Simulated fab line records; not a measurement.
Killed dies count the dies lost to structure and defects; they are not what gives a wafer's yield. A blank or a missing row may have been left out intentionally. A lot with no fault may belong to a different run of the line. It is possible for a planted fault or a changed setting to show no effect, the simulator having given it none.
Which tool was responsible? | flow n5Finfet | at 1 step of a route of 1938, 13 lots with 36 wafers sampled

== WHAT EACH GAUGE READ, for each wafer ==
N5_WELL_APT_CD_MEAS_08: target cd 200 nm.
lot  | measured    | on       | cdNm (nm)
L826 | day 2 01:50 | cdSem-03 | 201.1 204.4 199.9
L827 | day 2 07:59 | cdSem-03 | 198.2 198.7
L828 | day 2 13:45 | cdSem-02 | 197.6 198.9
L829 | day 2 19:57 | cdSem-01 | 199.9 196.1
L830 | day 3 01:52 | cdSem-02 | 200.9 198.1 199.9
L831 | day 3 07:41 | cdSem-03 | 194.3 201.3 198.5
L832 | day 3 13:49 | cdSem-02 | 198.8 198.6 201.8
L833 | day 3 19:47 | cdSem-03 | 201.6 198.6 199.3
L834 | day 4 02:01 | cdSem-01 | 199.0 198.0 197.4
L836 | day 4 13:47 | cdSem-02 | 202.3 199.8 201.5
L838 | day 5 02:06 | cdSem-01 | 201.8 197.4 200.6
L839 | day 5 07:43 | cdSem-03 | 199.2 201.3 197.8
L842 | day 6 01:40 | cdSem-02 | 199.6 201.9 199.8

== WHICH TOOL RAN EACH LOT (tool, then ch and the chambers of the sampled wafers, then the start) ==
No process step before these readings appears in the record.

== WHAT THE TOOLS THEMSELVES READ (means of the sampled wafers that have a number; where no wafer has one, the mark that the record gives instead) ==
The record holds no such reading with a usual standard deviation.

== THE ANSWER, worked out from the rows above alone ==
Rule: usual is defined by the lots themselves. The widest of any qualifying gaps counts: lots, ordered by their means at a reading, are off when they make up no more than a third of the lots, leave a main group of 4 or more, and stand apart from it by 3 or more times the standard deviation of that group's means. A main group whose means are all the same, to the digits that the tables above print for the reading, isn't used. A lot without any number at a reading at which 4 lots or more have one is off too. Any other lot the step has rows for is counted as sound. First the gauges in route order, then the tools' own readings, where a lot's mean is used as printed above. At the first step where some lot is off, the reading lying furthest off is the one used; lots without a number count as furthest.
No lot is off on any of the readings shown, so nothing can be concluded from this.

== WHAT HAD BEEN PUT IN BY THE SIMULATOR ==
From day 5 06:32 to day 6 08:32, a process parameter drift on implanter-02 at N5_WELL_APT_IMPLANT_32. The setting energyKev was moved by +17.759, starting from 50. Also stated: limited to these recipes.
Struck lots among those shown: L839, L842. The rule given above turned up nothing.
